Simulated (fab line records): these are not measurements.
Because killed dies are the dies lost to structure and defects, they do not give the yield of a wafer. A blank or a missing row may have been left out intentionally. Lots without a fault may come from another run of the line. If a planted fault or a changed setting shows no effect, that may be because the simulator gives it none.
A lot that was struck, set against a sound lot :: flow n5Finfet :: 36 out of 1938 route steps
Sound: wafers L895.1, L895.3, L895.4. Struck: wafer L902.4. (L902.3, L902.6 of the same lot were not struck and are left out.) The cause comes at the end.
At each step with rows: each side's tool, then ch and its chambers, then its first start. Under that, the readings that differ: sound wafers :: struck wafers :: difference of the means :: sigmas: that difference in standard deviations of wafers without a fault.
alike: readings with means less than 2 such deviations apart, plus words and numbers identical on both sides. not compared: withheld readings, readings lacking a value on some wafer, bounds such as >300 that could conceal the same value, and numbers that have no deviation in the record and whose values overlap.
The two part at a step that has a row with sigmas, a row that says differs or no value, or rows on one side only. When numbers do not overlap yet have no deviation, they are printed without sigmas and do not part them. Lack of a reading on every wafer of one side parts them only where that side has two or more wafers.

first, 8 steps without rows for these wafers: N5_BEOL_M10_SPUTTER_48 (material Cu, target thk 12 nm, time 2 s); N5_BEOL_M10_ECD_50 (material Cu, target thk 318 nm); N5_BEOL_M10_ANNEAL_51 (time 90 s); N5_BEOL_M10_CMP_52 (polishes, stops on SiCOH lowk, t overpolish 7 s, target thk 140 nm); N5_BEOL_M10_PRE_CLEAN_55 (time 15 s); N5_BEOL_M10_DEP_56 (deposits SiCN from 3MS/NH3, target thk 15 nm, time 26.5 s); N5_BEOL_M11_ILD_DEP_00 (deposits SiCOH lowk from DEMS/porogen, target thk 308.51 nm, time 58 s); N5_BEOL_M11_CURE_71 (cures SiCOH lowk, time 240 s).
N5_BEOL_M11_PECVD_70: deposits SiO2 from TEOS/O2, target thk 20 nm, time 22.7 s.
  sound on pecvd-01 ch 0,1,2, day 12 04:58; struck on pecvd-01 ch 2, day 14 23:23
  alike: heaterPowerW, showerheadPlenumPTorr, throttleValvePct
then, 9 steps without rows for these wafers: N5_BEOL_M11_HM_DEP_02 (deposits TiN, target thk 20 nm); N5_BEOL_M11_COAT_59 (time 60 s, resist thk 100 nm); N5_BEOL_M11_COAT_60 (time 60 s, resist thk 30 nm); N5_BEOL_M11_COAT_05 (resist thk 90 nm); N5_BEOL_M11_EBR_07; N5_BEOL_M11_SOFTBAKE_06 (time 60 s); N5_BEOL_M11_EXPOSE_08 (exposes mask M11); N5_BEOL_M11_PEB_09 (peb time 60 s); N5_BEOL_M11_DEVELOP_10 (develop time 30 s).
N5_BEOL_M11_INSPECT_13: inspects for defects (brightfield).
  sound on defectInspect-01 at day 12 07:34; struck on defectInspect-02 at day 15 00:46
reading: rawDefectCount
sound: 379 491 343
struck: 1065
difference: +661
sigmas: +7
then, 15 steps without rows for these wafers: N5_BEOL_M11_DESCUM_16 (chemistry O2, time 7.9 s); N5_BEOL_M11_ETCH_61 (etches SiARC in CF4, target depth 39 nm, time 65 s); N5_BEOL_M11_ETCH_62 (etches SOC in N2/H2, target depth 110 nm, overetch 22 nm, time 165 s); N5_BEOL_M11_STRIP_68 (strips in N2/H2); N5_BEOL_M11_STRIP_67 (strips in CF4); N5_BEOL_M11_HM_OPEN_17 (chemistry Cl2/BCl3, target TiN, target depth 20 nm, overetch 6 nm); N5_BEOL_M11_STRIP_19 (strips in O2); N5_BEOL_M11_COAT_63 (time 60 s, resist thk 100 nm); N5_BEOL_M11_COAT_64 (time 60 s, resist thk 30 nm); N5_BEOL_M11_COAT_22 (resist thk 90 nm); N5_BEOL_M11_EBR_24; N5_BEOL_M11_SOFTBAKE_23 (time 60 s); N5_BEOL_M11_EXPOSE_25 (exposes mask V10); N5_BEOL_M11_PEB_26 (peb time 60 s); N5_BEOL_M11_DEVELOP_27 (develop time 30 s).
N5_BEOL_M11_INSPECT_30: inspects for defects (brightfield).
  sound on defectInspect-01 at day 12 08:43; struck on defectInspect-01 at day 15 05:28
reading: rawDefectCount
sound: 382 505 370
struck: 1119
difference: +700
sigmas: +7
N5_PASSIVATION_PROBE_49:
  record: rows for the struck wafers here (prober-02, day 17 05:09), none for the sound ones

== WHERE THEY PART ==
Last at N5_PASSIVATION_PROBE_49 as far as this record goes, first at N5_BEOL_M11_INSPECT_13.

WHY: whatever the simulator had introduced
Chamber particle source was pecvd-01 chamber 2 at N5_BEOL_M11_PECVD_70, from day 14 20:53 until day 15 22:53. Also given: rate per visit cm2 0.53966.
